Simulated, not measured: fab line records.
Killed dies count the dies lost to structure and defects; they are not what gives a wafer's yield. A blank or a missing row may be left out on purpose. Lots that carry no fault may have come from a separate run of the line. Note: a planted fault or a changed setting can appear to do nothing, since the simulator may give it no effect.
Chamber matching / flow n5-finfet / N5_BEOL_M3_DEP_57 on pecvd-02 has 3 sister chambers
The step deposits SiCN from 3MS/NH3, target thk 8 nm, time 14 s. 3 wafers are shown with their chamber, then 12 later ones without.

WAFERS WITH THEIR CHAMBER
wafer=L088.1; chamber=1; throttle-valve-pct (%)=9.3
wafer=L088.2; chamber=0; throttle-valve-pct (%)=9.3
wafer=L088.6; chamber=2; throttle-valve-pct (%)=8.1

WAFERS WHOSE CHAMBER IS MISSING
wafer=L092.1; throttle-valve-pct (%)=8.1
wafer=L092.3; throttle-valve-pct (%)=9.2
wafer=L092.5; throttle-valve-pct (%)=8.1
wafer=L094.4; throttle-valve-pct (%)=8.3
wafer=L094.5; throttle-valve-pct (%)=9.2
wafer=L094.6; throttle-valve-pct (%)=7.9
wafer=L096.2; throttle-valve-pct (%)=8.9
wafer=L096.3; throttle-valve-pct (%)=9.1
wafer=L096.4; throttle-valve-pct (%)=8.2
wafer=L097.1; throttle-valve-pct (%)=8.4
wafer=L097.4; throttle-valve-pct (%)=9.3
wafer=L097.6; throttle-valve-pct (%)=8.0

WHICH CHAMBER EACH ONE RAN IN
wafer=L092.1; from the rows above=2; in truth=2
wafer=L092.3; from the rows above=can't be placed: 0 or 1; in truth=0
wafer=L092.5; from the rows above=2; in truth=2
wafer=L094.4; from the rows above=2; in truth=2
wafer=L094.5; from the rows above=can't be placed: 0 or 1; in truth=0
wafer=L094.6; from the rows above=2; in truth=2
wafer=L096.2; from the rows above=can't be placed: 0 or 1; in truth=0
wafer=L096.3; from the rows above=can't be placed: 0 or 1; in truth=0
wafer=L096.4; from the rows above=2; in truth=2
wafer=L097.1; from the rows above=2; in truth=2
wafer=L097.4; from the rows above=can't be placed: 0 or 1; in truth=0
wafer=L097.6; from the rows above=2; in truth=2
7 of 12 placed correctly. Cannot be placed on the basis of these rows: 5; the candidates contain the true chamber in 5. 0 placed wrongly.
How it was worked out, from the rows above alone: a wafer's distance from a chamber is the root of the sum, over the readings, of the square of ((its reading less the chamber's mean) divided by the reading's scatter). If the next closest chamber is less than 2 further off than the closest, the wafer can't be placed; otherwise it belongs to the closest. Each chamber's mean is taken over the wafers shown for it. The scatter (one wafer shown for each chamber): square how far every hidden wafer sits from the nearest shown wafer, average those squares and take the square root.
